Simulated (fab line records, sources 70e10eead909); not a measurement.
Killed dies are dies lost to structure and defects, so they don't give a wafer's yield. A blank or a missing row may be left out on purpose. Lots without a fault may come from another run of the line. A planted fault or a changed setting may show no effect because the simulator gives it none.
fab line records | flow nand_harc
record lots=12 wafers=36 last_day=34
route steps=1302 shown A_STAIRCASE@881 A_SGD_CUT@919 A_SLIT@923 END@1302
lots that met no fault: from a run of the same line without faults
start_h: hours from the record's first day to the start of the lot's first wafer shown | wait_h: hours since the lot's step before | " the same as in the row above | L1.1+2: a row that stands for several wafers | - no value, or no start given | * or withheld: withheld | < > ~ a bound
route shown NAME@n: a module of which the file shows steps, and the number in the route of the first | usual: mean/standard deviation of fault-free wafers | same: alike in all rows | chamber/n: place in a boat | sites: the reading at each site | _std_site: their standard deviation | _edge_site: outer sites' mean less inner sites' | radius_mm: how far each site lies from the wafer's centre | mask NAME#n: copy n | behind: the tool/chamber that last shaped the wafer | hold: why the lot was held/for how many hours/how that ended | device: the transistor (n, p or np) that didn't switch | end of line: the same wafers' tests at the end of the route | a step without rows: its recipe alone | killed: dies lost to structure and defects at the first sort, not the wafer's yield | map: a wafer's dies, x killed, . not, _ none there
set.NAME: the setting as run; set.NAME@STEP: as run at that earlier step | model.NAME: the simulator's own value behind a step, which no gauge read
steps of the route over a sample of lots; a table a step, a row a wafer
services: from which hour (start_h, from the record's first day; less than 0 if before it) a tool's chamber was out of use, for how many hours, and why
## steps
# step NHARC_A_STAIRCASE_ETCHBACK_422
# recipe target_depth_a=400 over_etch_frac=0.3 time_s=74.286 ion_energy_ev=120 ch3f_flow_sccm=50 o2_flow_sccm=30 ar_flow_sccm=200 rf_w=500 bias_w=100 chemistry=CH3F/O2
# usual bias_w=99.99/0.29 ch3f_flow_sccm=49.98/0.15 drypump_motor_current_A=5.9/0.37 oes_product_au=0.97/0.039 rf_vpp_V=244.7/2 showerhead_plenum_p_Torr=2.48/0.14 throttle_valve_pct=20.663/0.0097
# same time_s=74.286
# columns lot.wafer tool chamber start_h wait_h bias_w ch3f_flow_sccm drypump_motor_current_A oes_product_au rf_hours_counter_h rf_vpp_V showerhead_plenum_p_Torr throttle_valve_pct
L727.2 rie_diel-05 0 439.50 0.1 99.70 50.09 5.7 1.02 8 246.3 2.66 20.669
L727.1 " 2 " " 100.51 49.83 5.8 1.01 12 244.4 2.39 20.673
L727.6 " 0 " " 100.06 50.02 5.7 1.02 - 246.9 2.66 20.647
L730.1 rie_diel-08 3 452.68 0.1 99.86 49.85 5.2 0.93 25 244.1 2.46 20.662
L730.2 " 2 " " 99.93 50.10 6.0 0.92 24 245.6 2.65 20.661
L730.6 " 3 " " 99.88 50.09 5.2 0.93 - 244.3 2.46 20.651
L728.3 rie_diel-08 3 455.41 0.1 100.10 49.93 5.2 0.95 25 243.4 2.46 20.659
L728.4 " 0 " " 100.66 50.16 5.9 0.93 24 243.9 2.41 20.687
L728.5 " 3 " " 99.96 50.04 5.2 0.95 - 243.1 2.46 20.668
L733.1 rie_diel-05 3 483.39 0.1 99.57 49.94 6.0 1.00 28 244.0 2.42 20.657
L733.4 " 0 " " 99.89 49.60 5.6 1.00 22 245.8 2.65 20.655
L733.2 " 1 " " 100.21 49.88 6.1 0.96 23 246.4 2.63 20.648
L737.1 rie_diel-13 0 541.11 0.1 99.75 49.93 5.6 0.99 2 242.3 2.31 20.673
L737.2 " 2 " " 100.36 49.77 5.7 1.00 3 246.1 2.61 20.666
L737.5 " 0 " " 99.88 49.96 5.6 0.99 - 242.3 2.31 20.662
L739.2 rie_diel-08 2 575.57 0.2 100.39 50.15 5.9 1.01 6 246.1 2.64 20.671
L739.5 " 3 " " 99.94 49.78 5.2 1.01 - 245.1 2.44 20.660
L739.6 " 2 " " 100.29 50.19 5.9 1.01 - 245.6 2.64 20.649
L740.3 rie_diel-13 2 575.69 0.1 100.27 50.14 5.7 0.99 17 244.7 2.61 20.658
L740.2 " 0 " " 99.97 49.74 5.6 0.97 11 241.5 2.30 20.661
L740.5 " 2 " " 100.22 49.79 5.7 1.00 - 245.0 2.61 20.651
L741.3 rie_diel-08 0 585.77 0.6 99.74 50.23 5.9 1.02 12 245.0 2.39 20.671
L741.1 " 1 " " 100.00 50.06 6.3 1.01 13 247.2 2.61 20.659
L741.2 " 3 " " 99.63 50.19 5.2 1.01 12 243.4 2.44 20.656
L742.3 rie_diel-08 0 585.89 0.7 99.99 50.06 5.9 1.02 12 242.4 2.39 20.661
L742.5 " 1 " " 99.54 49.90 6.3 1.01 - 246.0 2.61 20.674
L742.6 " 2 " " 100.42 50.05 6.0 0.99 - 246.7 2.64 20.663
L747.3 rie_diel-13 3 648.14 0.1 100.41 50.25 5.9 1.00 40 244.7 2.27 20.664
L747.1 " 1 " " 100.17 50.15 6.6 1.01 37 246.9 2.58 20.665
L747.5 " 3 " " 99.98 50.09 5.9 1.00 - 242.2 2.27 20.656
L748.4 rie_diel-08 3 656.97 0.2 99.95 49.93 5.2 0.93 43 244.3 2.43 20.659
L748.3 " 0 " " 100.02 49.86 5.9 0.93 41 243.5 2.38 20.652
L748.1 " 1 " " 100.39 50.14 6.3 0.93 43 245.0 2.60 20.659
L749.3 rie_diel-13 0 669.60 0.1 99.87 50.08 5.6 0.96 45 242.8 2.29 20.650
L749.4 " 2 " " 100.17 49.88 5.7 0.97 47 247.2 2.60 20.651
L749.6 " 3 " " 99.97 49.93 5.9 0.97 - 240.3 2.27 20.649
# step NHARC_A_STAIRCASE_CMP_472
# recipe material=SiO2
# usual motor_current_A=11.7/1.9 pad_life_wafers=188/110
# columns lot.wafer tool chamber start_h wait_h motor_current_A pad_life_wafers
L727.1 cmp-02 0 440.42 0.2 12.1 36
L727.2 " 2 " " 15.7 38
L727.6 " 0 " " 12.0 -
L730.1 cmp-01 0 454.01 0.2 11.9 271
L730.2 " 2 " " 10.9 273
L730.6 " 0 " " 12.0 -
L728.4 cmp-01 1 456.31 0.2 11.2 282
L728.3 " 2 " " 11.0 283
L728.5 " 1 " " 11.7 -
L733.2 cmp-02 3 484.30 0.2 9.6 240
L733.1 " 0 " " 12.3 241
L733.4 " 1 " " 11.1 242
L737.2 cmp-02 0 542.01 0.2 12.4 42
L737.1 " 1 " " 10.6 43
L737.5 " 0 " " 12.0 -
L739.2 cmp-03 2 576.55 0.3 11.3 103
L739.5 " 1 " " 11.0 -
L739.6 " 2 " " 10.6 -
L740.2 cmp-02 3 576.66 0.3 10.3 224
L740.3 " 0 " " 12.4 225
L740.5 " 1 " " 10.7 -
L741.3 cmp-02 2 586.69 0.2 16.1 270
L741.1 " 3 " " 9.7 271
L741.2 " 1 " " 11.0 273
L742.3 cmp-03 2 586.89 0.2 10.9 170
L742.6 " 0 " " 11.8 -
L742.5 " 1 " " 11.0 -
L747.1 cmp-03 0 649.10 0.2 11.5 428
L747.3 " 1 " " 10.9 429
L747.5 " 2 " " 10.7 -
L748.1 cmp-02 1 657.86 0.2 10.9 102
L748.4 " 2 " " 15.7 103
L748.3 " 3 " " 9.7 104
L749.3 cmp-01 0 670.55 0.3 11.9 236
L749.4 " 1 " " 11.7 237
L749.6 " 3 " " 11.8 -
# step NHARC_A_SGD_CUT_ETCHBACK_24
# recipe target_depth_a=500 over_etch_frac=0.3 time_s=92.857 ion_energy_ev=120 ch3f_flow_sccm=50 o2_flow_sccm=30 ar_flow_sccm=200 rf_w=500 bias_w=100 chemistry=CH3F/O2
# usual bias_w=100.0/0.34 ch3f_flow_sccm=49.98/0.14 drypump_motor_current_A=5.8/0.52 oes_product_au=0.97/0.039 rf_vpp_V=244.3/1.6 showerhead_plenum_p_Torr=2.45/0.099 throttle_valve_pct=20.663/0.0086 time_s=92.857/0
# columns lot.wafer tool chamber start_h wait_h bias_w ch3f_flow_sccm drypump_motor_current_A oes_product_au rf_hours_counter_h rf_vpp_V showerhead_plenum_p_Torr throttle_valve_pct time_s
L727.2 rie_diel-09 2 448.36 0.1 99.5 49.80 5.3 1.00 6 243.0 2.33 20.661 92.857
L727.1 " 0 " " 99.4 49.72 6.5 1.00 5 246.2 2.61 20.661 92.857
L727.6 " 2 " " 99.5 50.19 5.2 1.00 - 242.2 2.33 20.654 92.857
L728.4 rie_diel-09 2 461.25 0.1 99.5 50.10 5.2 0.99 8 242.0 2.33 20.657 92.857
L728.3 " 0 " " 100.1 50.06 6.5 0.99 6 246.2 2.61 20.659 92.857
L728.5 " 1 " " 100.1 49.91 6.2 0.94 - 246.7 2.46 20.667 92.857
L730.2 rie_diel-10 0 461.28 0.1 100.1 49.94 5.2 1.00 2 245.1 2.58 20.658 92.857
L730.1 " 3 " " 99.9 49.80 5.6 1.00 2 246.0 2.60 20.676 92.857
L730.6 " 0 " " 100.6 49.83 5.2 1.00 - 246.6 2.58 20.648 92.857
L733.2 rie_diel-09 3 494.93 0.2 100.4 49.76 6.4 0.92 10 243.9 2.42 20.661 92.857
L733.4 " 0 " " 100.4 49.95 6.5 0.93 9 245.8 2.61 20.666 92.857
L733.1 " 1 " " 99.8 50.24 6.2 0.94 7 245.3 2.46 20.668 92.857
L737.1 rie_diel-01 3 551.95 0.1 100.1 49.78 5.3 1.02 15 244.4 2.51 20.669 92.857
L737.2 " 1 " " 100.0 49.87 6.5 1.00 14 243.2 2.33 20.650 92.857
L737.5 " 3 " " 99.9 50.11 5.4 1.01 - 245.5 2.51 20.671 92.857
L740.3 rie_diel-10 3 594.22 0.2 - - - - - - - - -
L740.2 " 0 " " - - - - - - - - -
L740.5 " 3 " " - - - - - - - - -
L739.2 rie_diel-01 0 594.24 0.2 - - - - - - - - -
L739.5 " 2 " " - - - - - - - - -
L739.6 " 3 " " - - - - - - - - -
L741.2 rie_diel-10 2 594.36 0.2 - - - - - - - - -
L741.3 " 0 " " - - - - - - - - -
L741.1 " 1 " " - - - - - - - - -
L742.3 rie_diel-01 2 594.40 0.2 100.0 49.78 5.1 1.00 2 241.4 2.32 20.663 92.857
L742.5 " 0 " " 100.0 49.78 5.6 1.01 - 242.6 2.44 20.659 92.857
L742.6 " 1 " " 100.0 49.98 6.5 1.00 - 243.5 2.33 20.656 92.857
L747.3 rie_diel-09 2 657.01 0.1 100.1 50.00 5.2 0.91 8 243.3 2.33 20.655 92.857
L747.1 " 0 " " 100.0 49.98 6.5 0.94 8 247.8 2.61 20.662 92.857
L747.5 " 2 " " 99.8 49.95 5.3 0.91 - 241.4 2.33 20.655 92.857
L748.3 rie_diel-01 2 665.06 0.1 100.1 50.18 5.1 0.94 9 242.7 2.32 20.664 92.857
L748.1 " 3 " " 99.5 49.80 5.3 0.91 9 243.3 2.51 20.667 92.857
L748.4 " 1 " " 99.5 50.01 6.5 0.93 8 242.8 2.33 20.655 92.857
L749.3 rie_diel-10 1 677.94 0.2 100.3 49.83 6.5 0.92 4 244.0 2.38 20.680 92.857
L749.4 " 2 " " 99.8 50.03 5.9 0.92 5 244.4 2.50 20.656 92.857
L749.6 " 0 " " 99.9 50.12 5.2 0.92 - 245.1 2.57 20.663 92.857
# step NHARC_A_SLIT_DEP_00
# recipe target_thk_a=62000 temp_c=400 material=aC
# usual throttle_valve_pct=35.001/0.0091
# columns lot.wafer tool chamber start_h wait_h throttle_valve_pct
L727.1 acl_dep-03 0 449.04 - 35.005
L727.2 " 0 " " 34.996
L727.6 " 0 452.17 - 35.010
L728.3 acl_dep-03 0 463.14 - 35.007
L728.4 " 0 " " 35.003
L728.5 " 0 " " 35.003
L730.1 acl_dep-03 0 465.65 - 34.987
L730.2 " 0 " " 34.998
L730.6 " 0 468.75 - 34.999
L733.1 acl_dep-01 0 495.89 - 35.000
L733.2 " 0 " " 34.999
L733.4 " 0 497.77 - 35.002
L737.1 acl_dep-02 0 552.62 - 34.986
L737.2 " 0 " " 34.991
L737.5 " 0 555.14 - 34.990
L742.3 acl_dep-01 0 598.00 - 35.016
L742.5 " 0 599.26 - 34.990
L742.6 " 0 " " 35.009
L747.1 acl_dep-03 0 658.85 - 35.007
L747.3 " 0 660.11 - 35.002
L747.5 " 0 661.36 - 35.003
L748.1 acl_dep-02 0 666.25 - 35.012
L748.3 " 0 667.51 - 34.999
L748.4 " 0 " " 35.002
L749.3 acl_dep-01 0 679.82 - 35.013
L749.4 " 0 " " 35.003
L749.6 " 0 681.68 - 35.010
# step NHARC_END_SORT_01
# recipe temp_c=25
# usual killed_at_array=49/19 killed_at_other=0.9/1.1 killed_at_periphery=4.0/2.7 killed_dies=54/19 killed_open=3.3/1.8 killed_short=2.6/1.6
# same gross_dies=677
# columns lot.wafer tool chamber start_h wait_h killed_at_array killed_at_other killed_at_periphery killed_dies killed_open killed_short
L739.2 prober-02 0 715.55 2.8 676 1 0 677 3 1
L739.5 prober-02 0 717.97 3.7 674 1 2 677 4 1
L739.6 prober-02 0 718.78 4.0 673 2 2 677 4 1
L741.1 prober-02 0 722.56 2.5 673 0 4 677 2 6
L741.2 prober-02 0 723.36 2.8 676 0 1 677 2 3
L741.3 prober-02 0 724.16 3.1 672 1 4 677 5 5
L740.2 prober-01 0 723.38 2.8 674 1 2 677 3 2
L740.3 prober-01 0 724.18 3.1 675 2 0 677 2 3
L740.5 prober-01 0 725.77 3.7 676 0 1 677 3 1
# killed by level:class
L739.2 A_SGD_CUT:area_etchback=590 A_CHANNEL_HOLE_D1:chamber_film_flake=36 A_SLIT:chamber_film_flake=24 A_CHANNEL_HOLE_D2:chamber_film_flake=14 A_CONTACT:chamber_film_flake=3 A_CHANNEL_FILL_D2:chamber_film_flake=2 A_STAIRCASE:chamber_film_flake=2 A_DECK1_JOINT:geometric_particle:open=1
L739.5 A_SGD_CUT:area_etchback=595 A_CHANNEL_HOLE_D1:chamber_film_flake=29 A_SLIT:chamber_film_flake=28 A_CHANNEL_HOLE_D2:chamber_film_flake=11 A_CONTACT:chamber_film_flake=3 A_STAIRCASE:chamber_film_flake=2 P_CONTACT:geometric_particle:open=1 A_ONON_D1:geometric_particle:open=1
L739.6 A_SGD_CUT:area_etchback=610 A_SLIT:chamber_film_flake=21 A_CHANNEL_HOLE_D1:chamber_film_flake=17 A_CHANNEL_HOLE_D2:chamber_film_flake=16 A_ZERO_WELL:chamber_film_flake=2 THIN_TSV:chamber_film_flake=2 A_CHANNEL_FILL_D2:chamber_film_flake=2 P_M0:geometric_particle:short=1
L741.1 A_SGD_CUT:area_etchback=647 A_CHANNEL_HOLE_D1:chamber_film_flake=8 A_CONTACT:chamber_film_flake=7 A_CHANNEL_FILL_D1:geometric_particle:short=2 P_ZERO_WELL:chamber_film_flake=2 A_STAIRCASE:chamber_film_flake=2 P_GATE:geometric_particle:open=1 A_ONON_D1:geometric_particle:short=1
L741.2 A_SGD_CUT:area_etchback=651 A_CHANNEL_HOLE_D1:chamber_film_flake=9 A_CONTACT:chamber_film_flake=4 A_SLIT:chamber_film_flake=3 A_DECK1_JOINT:chamber_film_flake=2 A_CHANNEL_HOLE_D2:chamber_film_flake=2 P_CONTACT:geometric_particle:open=1 A_ONON_D1:geometric_particle:short=1
L740.2 A_SGD_CUT:area_etchback=613 A_CHANNEL_HOLE_D1:chamber_film_flake=28 A_SLIT:chamber_film_flake=24 A_CHANNEL_HOLE_D2:chamber_film_flake=3 A_CONTACT:chamber_film_flake=2 P_GATE:geometric_particle:open=1 P_CONTACT:geometric_particle:short=1 A_ONON_D1:geometric_particle:open=1
L741.3 A_SGD_CUT:area_etchback=642 A_CHANNEL_HOLE_D1:chamber_film_flake=9 A_CONTACT:chamber_film_flake=5 A_STAIRCASE:chamber_film_flake=3 A_SLIT:chamber_film_flake=3 P_CONTACT:geometric_particle:open=2 A_CHANNEL_HOLE_D2:geometric_particle:short=2 P_GATE:geometric_particle:short=1
L740.3 A_SGD_CUT:area_etchback=622 A_CHANNEL_HOLE_D1:chamber_film_flake=21 A_SLIT:chamber_film_flake=17 A_CHANNEL_HOLE_D2:chamber_film_flake=5 A_CONTACT:chamber_film_flake=3 A_ONON_D2:geometric_particle:short=2 A_M0:chamber_film_flake=2 A_CHANNEL_FILL_D1:geometric_particle:open=1
L740.5 A_SGD_CUT:area_etchback=609 A_SLIT:chamber_film_flake=32 A_CHANNEL_HOLE_D1:chamber_film_flake=20 A_STAIRCASE:chamber_film_flake=6 A_CHANNEL_HOLE_D2:chamber_film_flake=3 P_GATE:geometric_particle:open=1 A_ONON_D1:geometric_particle:short=1 A_ONON_D1:geometric_particle:open=1
## services
# columns tool chamber start_h hours kind
rie_diel-10 - 419.52 9.0 pm
cmp-02 - 428.64 4.0 pm
rie_diel-09 - 428.97 3.9 repair
rie_diel-01 2 440.25 1.5 repair
rie_diel-09 1 443.74 14.0 repair
rie_diel-13 1 446.38 4.5 repair
acl_dep-03 - 478.83 13.0 pm
cmp-02 - 487.79 1.7 repair
rie_diel-09 - 497.10 9.0 pm
cmp-02 - 499.45 1.1 repair
rie_diel-01 1 500.68 4.1 repair
rie_diel-09 1 515.45 2.2 repair
rie_diel-01 1 520.40 1.4 repair
cmp-02 - 526.64 4.0 pm
rie_diel-09 1 541.57 7.5 repair
rie_diel-08 - 544.85 9.0 pm
cmp-02 - 549.29 1.2 repair
rie_diel-01 - 557.84 9.0 pm
rie_diel-10 2 570.54 2.1 repair
acl_dep-03 - 573.38 2.1 repair
cmp-02 - 587.42 3.6 repair
cmp-02 - 624.64 4.0 pm
rie_diel-08 0 636.49 8.3 repair
cmp-02 - 660.28 2.0 repair
## key
first_sign step=NHARC_A_SGD_CUT_ETCHBACK_24 reading=tool_record direction=missing
effect step=NHARC_END_SORT_01 reading=killed_at_array direction=up sigmas=33 usual=49 struck=674
more_kills_born_at NHARC_A_SGD_CUT_ETCHBACK_24@rie_diel-10=3784 NHARC_A_SGD_CUT_ETCHBACK_24@rie_diel-01=1795
met_at NHARC_A_SGD_CUT_ETCHBACK_24
struck_lots L739,L740,L741
later_rows_left_out L739.2,L739.5,L739.6,L740.2,L740.3,L740.5,L741.1,L741.2,L741.3
tester_left_out L739,L740,L741
not_acting_at NHARC_A_STAIRCASE_ETCHBACK_422,NHARC_A_STAIRCASE_CMP_472,NHARC_A_SLIT_DEP_00
onset_between 551.95 594.22
fault kind=skipped_step_whole tool=rie_diel-01,rie_diel-10 chamber=- onset_h=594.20 steps=NHARC_A_SGD_CUT_ETCHBACK_24 scope=struck_lots_only
# tester_left_out: of these lots the tester's yield and bins aren't shown, on N5 and GAA mostly nor the transistor test; their killed dies are dies lost to structure and defects alone, not to doping, threshold or leakage, so they don't give the yield
# later_rows_left_out: the simulator's readings of these wafers behind a module that went badly wrong aren't trusted and aren't shown, but for the sort
